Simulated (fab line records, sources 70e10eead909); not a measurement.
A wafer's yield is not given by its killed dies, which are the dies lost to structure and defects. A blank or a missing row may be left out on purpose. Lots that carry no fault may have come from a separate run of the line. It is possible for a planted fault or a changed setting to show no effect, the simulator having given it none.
The same fault as seen by 2 desks + flow nand_harc + numbers are kept per desk, each desk with only its own; the story behind them comes last

## THE DEFECT DESK
Inspection counts along the route, by lot: the mean over sampled wafers that carry a number. A lot is out of limits, marked OUT, if its mean lies more than 4 standard deviations from the usual mean; the brackets give that distance.
Columns: A = raw_defect_count at NHARC_A_SIN_REMOVE_INSPECT_04, usual 386
| lot  | first seen here | A   |
|------|-----------------|-----|
| L114 | day 20 15:37    | 417 |
| L115 | day 20 15:37    | 376 |
| L116 | day 21 01:56    | 412 |
| L119 | day 22 03:29    | 345 |
| L129 | day 26 09:08    | 327 |
| L128 | day 26 11:02    | 375 |
| L127 | day 26 14:25    | 378 |
| L130 | day 27 15:56    | 429 |
| L132 | day 28 02:05    | 375 |
| L134 | day 29 09:32    | 433 |
| L135 | day 29 13:20    | 321 |
| L137 | day 30 06:32    | 367 |
This desk's finding: nothing out of limits on any of the 12 lots.

## DESK OF THE TOOL OWNER: ald_hk-03
The tool's own readings at NHARC_A_WL_FILL_ALD_00 (deposits Al2O3, target thk 3 nm, pulse time 3 s, ald cycles 30): means of the sampled wafers that have a number, for each lot that ran on this tool. A lot is out of limits, marked OUT, if its mean lies more than 4 standard deviations from the usual mean; the brackets give that distance.
Columns: A = heater_power_w at NHARC_A_WL_FILL_ALD_00, usual 479 W; B = precursor_pulse_height_rel at NHARC_A_WL_FILL_ALD_00, usual 0.997
| lot  | first seen here | A   | B     |
|------|-----------------|-----|-------|
| L115 | day 20 15:40    | 473 | 1.000 |
| L116 | day 21 02:41    | 471 | 0.994 |
| L119 | day 22 03:35    | 492 | 0.986 |
| L128 | day 26 11:05    | 455 | 0.993 |
| L127 | day 26 14:29    | 445 | 1.005 |
| L130 | day 27 16:02    | 441 | 0.993 |
| L135 | day 29 13:26    | 441 | 0.993 |
| L137 | day 30 06:35    | 472 | 0.994 |
This desk's finding: nothing out of limits on any of the 8 lots.

## ALL TOGETHER
Nothing the defect desk looked at was out of limits.
The desk of the tool owner found nothing out of limits.

## WHAT HAD BEEN PUT IN BY THE SIMULATOR
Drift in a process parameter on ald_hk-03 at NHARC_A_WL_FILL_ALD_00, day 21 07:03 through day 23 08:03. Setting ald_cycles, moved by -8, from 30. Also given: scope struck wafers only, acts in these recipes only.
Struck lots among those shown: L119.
